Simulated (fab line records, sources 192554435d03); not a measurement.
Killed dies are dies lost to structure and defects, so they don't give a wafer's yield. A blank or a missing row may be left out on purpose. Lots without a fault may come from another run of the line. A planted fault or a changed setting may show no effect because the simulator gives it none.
Chamber matching | flow n5_finfet | N5_SD_EPI_N_ETCH_16 on rie_diel-05: 4 sister chambers
The step etches SiO2 in CHF3/O2, target depth 5 nm. 4 wafers are shown with their chamber, then 12 later ones without.

WAFERS WITH THEIR CHAMBER
wafer  | chamber | drypump_motor_current_A (A)
L083.1 | 3       | 6.1
L084.1 | 2       | 4.8
L084.2 | 0       | 5.9
L084.4 | 1       | 5.1

WAFERS WITHOUT THEIR CHAMBER
wafer  | drypump_motor_current_A (A)
L090.2 | 5.9
L090.3 | 4.8
L090.5 | 5.1
L092.2 | 5.1
L092.4 | 4.8
L092.5 | 5.9
L095.2 | 5.1
L095.4 | 5.9
L095.5 | 5.0
L096.1 | 5.1
L096.4 | 4.8
L096.6 | 4.8

WHICH CHAMBER EACH WENT THROUGH
wafer  | from the rows above | in truth
L090.2 | 0                   | 0
L090.3 | 2                   | 2
L090.5 | 1                   | 1
L092.2 | 1                   | 1
L092.4 | 2                   | 2
L092.5 | 0                   | 0
L095.2 | 1                   | 1
L095.4 | 0                   | 0
L095.5 | 1                   | 1
L096.1 | 1                   | 1
L096.4 | 2                   | 2
L096.6 | 2                   | 2
Placed correctly: 12 of 12. Can't be placed from these rows: 0. Placed wrongly: 0.
How it was worked out, from the rows above alone: a wafer's distance from a chamber is the root of the sum, over the readings, of the square of ((its reading less the chamber's mean) divided by the reading's scatter). The wafer belongs to the nearest chamber; if the next one is less than 2 further off, it can't be placed. A chamber's mean is the mean of its shown wafers. The scatter: with one shown wafer a chamber, the root of the mean of the squares of how far each hidden wafer lies from its nearest shown one.
